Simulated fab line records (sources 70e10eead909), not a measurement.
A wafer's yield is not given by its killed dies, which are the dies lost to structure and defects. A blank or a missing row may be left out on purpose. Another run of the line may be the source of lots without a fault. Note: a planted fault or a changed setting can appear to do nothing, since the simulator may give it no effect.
Which tool did it? -- flow nand harc -- 14 lots with 42 wafers sampled at 4 steps, on a route of 1302 steps

## WHAT THE GAUGES SHOWED, per wafer
The record lacks any reading of a measuring or inspecting step that a usual standard deviation could be used to judge.

## WHAT TOOL EACH LOT RAN ON (gives the tool, then ch and the chambers of the sampled wafers, and finally the start)
lot,NHARC_THIN_TSV_ETCH_44,NHARC_THIN_TSV_STRIP_45,NHARC_THIN_TSV_PVD_19,NHARC_THIN_TSV_ANNEAL_52
L897,"rie diel-13 ch 0,1,3, day 24 10:22","plasma asher-02 ch 0,1, day 24 11:17","pvd sputter-03, day 24 14:11 or earlier","rtp anneal-02 ch 0, day 24 14:11"
L898,"rie diel-10 ch 0,2,3, day 24 11:44","plasma asher-02 ch 0,1, day 24 12:31","pvd sputter-02, day 24 15:38 or earlier","rtp anneal-02 ch 0, day 24 15:38"
L899,"rie diel-02 ch 1,2,3, day 25 04:35","plasma asher-01 ch 0,1, day 25 05:16","pvd sputter-03, day 25 08:11 or earlier","rtp anneal-02 ch 0, day 25 08:11"
L900,"rie diel-10 ch 0,1,2, day 25 05:47","plasma asher-02 ch 0,1, day 25 06:35","pvd sputter-03, day 25 09:31 or earlier","rtp anneal-02 ch 0, day 25 09:31"
L901,"rie diel-13 ch 0,2, day 26 14:55","plasma asher-02 ch 0,1, day 26 15:47","pvd sputter-02, day 26 18:42 or earlier","rtp anneal-01 ch 0, day 26 18:42"
L904,"rie diel-13 ch 0,1,3, day 27 09:46","plasma asher-02 ch 0,1, day 27 10:35","pvd sputter-03, day 27 13:52 or earlier","rtp anneal-02 ch 0, day 27 13:52"
L906,"rie diel-10 ch 0,1,2, day 28 10:10","plasma asher-02 ch 0,1, day 28 11:01","pvd sputter-01, day 28 14:07 or earlier","rtp anneal-02 ch 0, day 28 14:07"
L908,"rie diel-13 ch 0,1,3, day 28 17:32","plasma asher-01 ch 0,1, day 28 18:28","pvd sputter-03, day 28 21:37 or earlier","rtp anneal-01 ch 0, day 28 21:37"
L910,"rie diel-13 ch 0,2,3, day 29 10:46","plasma asher-01 ch 0,1, day 29 11:37","pvd sputter-02, day 29 14:31 or earlier","rtp anneal-01 ch 0, day 29 14:31"
L909,"rie diel-02 ch 1,2,3, day 29 12:01","plasma asher-02 ch 0,1, day 29 12:49","pvd sputter-03, day 29 15:43 or earlier","rtp anneal-02 ch 0, day 29 15:43"
L915,"rie diel-13 ch 0,3, day 31 15:15","plasma asher-02 ch 0,1, day 31 16:02","pvd sputter-02, day 31 18:53 or earlier","rtp anneal-01 ch 0, day 31 18:53"
L916,"rie diel-02 ch 0,2, day 32 02:49","plasma asher-01 ch 0,1, day 32 03:36","pvd sputter-02, day 32 06:31 or earlier","rtp anneal-01 ch 0, day 32 06:31"
L917,"rie diel-13 ch 1,2,3, day 32 04:00","plasma asher-01 ch 0,1, day 32 04:41","pvd sputter-01, day 32 07:43 or earlier","rtp anneal-01 ch 0, day 32 07:43"
L918,"rie diel-13 ch 1,2,3, day 33 06:14","plasma asher-01 ch 0,1, day 33 07:01","pvd sputter-03, day 33 10:07 or earlier","rtp anneal-02 ch 0, day 33 10:07"
- NHARC_THIN_TSV_ETCH_44: etches the open film in CF4/O2, target depth 1594.2 nm, time 797.1 s.
- NHARC_THIN_TSV_STRIP_45: strips in O2.
- NHARC_THIN_TSV_PVD_19: deposits TaN, target thk 20 nm.
- NHARC_THIN_TSV_ANNEAL_52: time 90 s.

## AS READ BY THE TOOLS THEMSELVES (means over the sampled wafers that have a number; for cases with no such wafer, the mark the record gives instead)
NHARC_THIN_TSV_ETCH_44.
lot,tool,bias w (W),cf4 flow sccm (sccm),drypump motor current A (A),oes product au (a.u.),rf vpp V (V),showerhead plenum p Torr (Torr),throttle valve pct (%)
L897,rie diel-13,799.9,149.8,5.2,0.980,793,1.82,16.913
L898,rie diel-10,799.9,150.0,5.5,0.997,792,1.79,16.912
L899,rie diel-02,798.7,150.3,6.4,1.009,794,1.81,16.921
L900,rie diel-10,797.0,149.7,5.6,1.004,791,1.77,16.911
L901,rie diel-13,798.2,150.0,5.1,0.990,791,1.79,16.919
L904,rie diel-13,802.5,149.6,5.3,0.987,794,1.82,16.911
L906,rie diel-10,799.3,150.3,5.6,1.015,791,1.77,16.922
L908,rie diel-13,799.5,149.3,5.2,0.985,793,1.82,16.916
L910,rie diel-13,-,-,-,-,-,-,-
L909,rie diel-02,-,-,-,-,-,-,-
L915,rie diel-13,800.6,150.0,5.6,0.984,794,1.81,16.907
L916,rie diel-02,799.4,150.3,6.2,0.988,795,1.84,16.926
L917,rie diel-13,800.7,150.3,5.3,0.989,798,1.89,16.918
L918,rie diel-13,801.2,149.5,5.2,0.989,798,1.89,16.917

NHARC_THIN_TSV_STRIP_45.
lot,tool,drypump motor current A (A),heater power w (W),rf refl power W (W)
L897,plasma asher-02,5.8,311,-
L898,plasma asher-02,6.0,306,18
L899,plasma asher-01,5.5,367,24
L900,plasma asher-02,5.9,305,18
L901,plasma asher-02,6.0,309,18
L904,plasma asher-02,5.8,300,-
L906,plasma asher-02,6.0,309,18
L908,plasma asher-01,5.2,369,22
L910,plasma asher-01,5.4,366,24
L909,plasma asher-02,5.8,310,18
L915,plasma asher-02,6.0,303,18
L916,plasma asher-01,5.4,351,24
L917,plasma asher-01,5.4,356,24
L918,plasma asher-01,5.4,350,-

NHARC_THIN_TSV_PVD_19.
lot,tool,throttle valve pct (%)
L897,pvd sputter-03,29.5
L898,pvd sputter-02,30.0
L899,pvd sputter-03,29.6
L900,pvd sputter-03,29.7
L901,pvd sputter-02,29.0
L904,pvd sputter-03,29.1
L906,pvd sputter-01,31.7
L908,pvd sputter-03,29.1
L910,pvd sputter-02,29.1
L909,pvd sputter-03,29.3
L915,pvd sputter-02,30.1
L916,pvd sputter-02,29.3
L917,pvd sputter-01,30.8
L918,pvd sputter-03,29.5

NHARC_THIN_TSV_ANNEAL_52.
lot,tool,wafer_temp_C_max
L897,rtp anneal-02,226.3
L898,rtp anneal-02,225.8
L899,rtp anneal-02,226.5
L900,rtp anneal-02,226.0
L901,rtp anneal-01,226.7
L904,rtp anneal-02,226.2
L906,rtp anneal-02,226.1
L908,rtp anneal-01,226.5
L910,rtp anneal-01,226.5
L909,rtp anneal-02,226.1
L915,rtp anneal-01,226.8
L916,rtp anneal-01,226.6
L917,rtp anneal-01,226.5
L918,rtp anneal-02,226.3

## THE ANSWER, worked out from the rows above alone
Rule: usual is defined by the lots themselves. The widest of any qualifying gaps counts: lots, ordered by their means at a reading, are off when they make up no more than a third of the lots, leave a main group of 4 or more, and stand apart from it by 3 or more times the standard deviation of that group's means. A main group is skipped when, at the precision printed for the reading in the tables above, its means are all equal. A lot without any number at a reading at which 4 lots or more have one is off too. Any other lot the step has rows for is counted as sound. First the gauges in route order, then the tools' own readings, where a lot's mean is used as printed above. The first step at which some lot is off is used, and at that step the reading that is off furthest; a lot without a number counts as furthest.
Off: L910, L909, at NHARC_THIN_TSV_ETCH_44 (bias w). Without a number there: L910, L909. The main group has a mean of 799.7 W with a standard deviation of 1.4.
A tool fits if, at that step or a process step before it, it ran every lot that is off, and no sound lot after the first of them. Not one of the candidates tried fits.

## WHAT HAD BEEN PUT IN BY THE SIMULATOR
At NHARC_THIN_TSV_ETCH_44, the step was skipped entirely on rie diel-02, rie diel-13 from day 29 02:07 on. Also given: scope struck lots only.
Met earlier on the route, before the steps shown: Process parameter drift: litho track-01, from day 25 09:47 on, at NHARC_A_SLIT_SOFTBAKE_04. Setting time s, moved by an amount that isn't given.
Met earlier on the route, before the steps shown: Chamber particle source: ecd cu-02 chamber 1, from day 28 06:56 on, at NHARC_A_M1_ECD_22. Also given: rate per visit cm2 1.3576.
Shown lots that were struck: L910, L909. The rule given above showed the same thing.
